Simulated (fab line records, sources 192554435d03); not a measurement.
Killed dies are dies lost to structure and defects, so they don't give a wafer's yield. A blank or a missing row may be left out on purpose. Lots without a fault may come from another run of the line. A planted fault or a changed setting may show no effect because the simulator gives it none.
One fault seen from 2 desks | flow n5_finfet | each desk has only its own numbers; what lay behind them comes last

THE TOOL OWNER'S DESK: pvd_sputter-03
The tool's own readings at N5_BEOL_M1_SPUTTER_94 (material Cu, target thk 4.5 nm, time 8.29 s): means of the sampled wafers that have a number, for each lot that ran on this tool. A lot is out of limits, marked OUT, if its mean lies more than 4 standard deviations from the usual mean; the brackets give that distance.
Columns: A = chamber_pressure_pa at N5_BEOL_M1_SPUTTER_94, usual 0.07001 Pa; B = chuck_gas_flow_sccm at N5_BEOL_M1_SPUTTER_94, usual 1.25 sccm; C = substrate_temp_c at N5_BEOL_M1_SPUTTER_94, usual -20.01 C; D = throttle_valve_pct at N5_BEOL_M1_SPUTTER_94, usual 29.6 %
lot  | first seen here | A       | B    | C      | D
L303 | day 6 18:57     | 0.06993 | 1.23 | -19.97 | 29.9
This desk's finding: nothing out of limits on the one lot.

THE METROLOGY DESK
What the gauges read, lot by lot, whatever tool the lot ran on: means of the sampled wafers that have a number. A lot is out of limits, marked OUT, if its mean lies more than 4 standard deviations from the usual mean; the brackets give that distance. Of its 10 readings 7 are shown: those that lie furthest out on some lot.
Columns: A = DIBL_N at N5_BEOL_M4_RC_MEAS_101, usual 36.2 mV/V; B = DIBL_P at N5_BEOL_M4_RC_MEAS_101, usual 36.1 mV/V; C = IOFF_N at N5_BEOL_M4_RC_MEAS_101, usual 0.16 nA/um; D = IOFF_P at N5_BEOL_M4_RC_MEAS_101, usual 0.21 nA/um; E = SS_N at N5_BEOL_M4_RC_MEAS_101, usual 71.6 mV/dec; F = SS_P at N5_BEOL_M4_RC_MEAS_101, usual 73.3 mV/dec; G = VT_P at N5_BEOL_M4_RC_MEAS_101, usual -251 mV
lot  | first seen here | A    | B    | C    | D    | E    | F    | G
L302 | day 8 06:22     | 35.2 | 33.8 | 0.15 | 0.17 | 70.9 | 72.5 | -251
L303 | day 8 08:52     | 35.8 | 36.1 | 0.14 | 0.20 | 71.2 | 73.1 | -249
L310 | day 10 07:26    | 36.9 | 36.7 | 0.18 | 0.23 | 71.3 | 73.4 | -247
L311 | day 10 21:01    | 33.9 | 33.8 | 0.11 | 0.18 | 71.0 | 72.5 | -253
L321 | day 13 02:40    | 36.6 | 35.0 | 0.14 | 0.15 | 71.8 | 72.8 | -260
L322 | day 13 15:38    | 39.4 | 39.6 | 0.22 | 0.28 | 72.6 | 74.6 | -248
This desk's finding: nothing out of limits on any of the 6 lots.

PUT TOGETHER
The tool owner's desk saw nothing out of limits.
The metrology desk saw nothing out of limits.

WHAT THE SIMULATOR HAD PUT IN
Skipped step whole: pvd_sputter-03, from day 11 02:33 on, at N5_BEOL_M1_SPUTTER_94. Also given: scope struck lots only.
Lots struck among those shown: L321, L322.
